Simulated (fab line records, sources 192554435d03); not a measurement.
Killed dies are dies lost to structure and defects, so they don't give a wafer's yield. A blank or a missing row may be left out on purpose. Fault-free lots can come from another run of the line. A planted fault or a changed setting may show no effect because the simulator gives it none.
Which tool did it?    flow n5-finfet    12 lots with 36 wafers sampled at 2 steps, on a route of 1938 steps

== WHAT THE GAUGES SHOWED, per wafer ==
N5_FIN_SAQP_THK_MEAS_07.
lot   measured     on             thk-nm (nm)
L075  day 2 03:31  film-metro-02  61.0 61.0 61.5
L077  day 2 15:40  film-metro-02  58.5 60.9 59.2
L079  day 3 03:05  film-metro-01  60.2 59.5 60.1
L081  day 3 15:32  film-metro-01  59.7 59.6 60.0
L083  day 4 03:55  film-metro-01  60.3 59.3 60.1
L085  day 4 15:01  film-metro-02  60.0 60.2 60.7
L087  day 5 05:26  film-metro-02  60.2 61.2 60.6
L089  day 5 15:14  film-metro-01  60.5 61.2 62.0
L091  day 6 03:52  film-metro-01  60.2 60.5 61.4
L093  day 6 14:59  film-metro-01  59.9 59.0 59.4
L095  day 7 03:13  film-metro-02  58.8 59.8 60.7
L097  day 7 18:28  film-metro-01  57.6 59.7 59.4

== EACH LOT AND THE TOOL THAT RAN IT (in order: tool; ch and the chambers of the sampled wafers; start) ==
lot   N5_FIN_SAQP_HM_DEP_03
L075  pecvd-02 ch 0,2, day 2 03:10
L077  pecvd-04 ch 0,1, day 2 15:23
L079  pecvd-04 ch 0,1,2, day 3 02:49
L081  pecvd-04 ch 0,2, day 3 15:15
L083  pecvd-03 ch 0,1,2, day 4 03:34
L085  pecvd-03 ch 0,1,2, day 4 14:39
L087  pecvd-03 ch 0,1, day 5 05:04
L089  pecvd-03 ch 1,2, day 5 14:56
L091  pecvd-04 ch 0,1, day 6 03:34
L093  pecvd-03 ch 0,1,2, day 6 14:42
L095  pecvd-02 ch 0,1,2, day 7 02:55
L097  pecvd-03 ch 0,2, day 7 18:10
- N5_FIN_SAQP_HM_DEP_03: deposits SiNx from SiH4/NH3/N2, target thk 38 nm, time 33.6 s.

== THE ANSWER, worked out from the rows above alone ==
Rule: the usual values come from the lots themselves. The widest of any qualifying gaps counts: lots, ordered by their means at a reading, are off when they make up no more than a third of the lots, leave a main group of 4 or more, and stand apart from it by 3 or more times the standard deviation of that group's means. The tables above print the reading to a certain number of digits; a main group whose means all agree to those digits is not used. A lot without any number at a reading at which 4 lots or more have one is off too. Any other lot the step has rows for is counted as sound.
No lot is off on any of the readings shown, so nothing can be concluded from this.

== WHAT HAD BEEN PUT IN BY THE SIMULATOR ==
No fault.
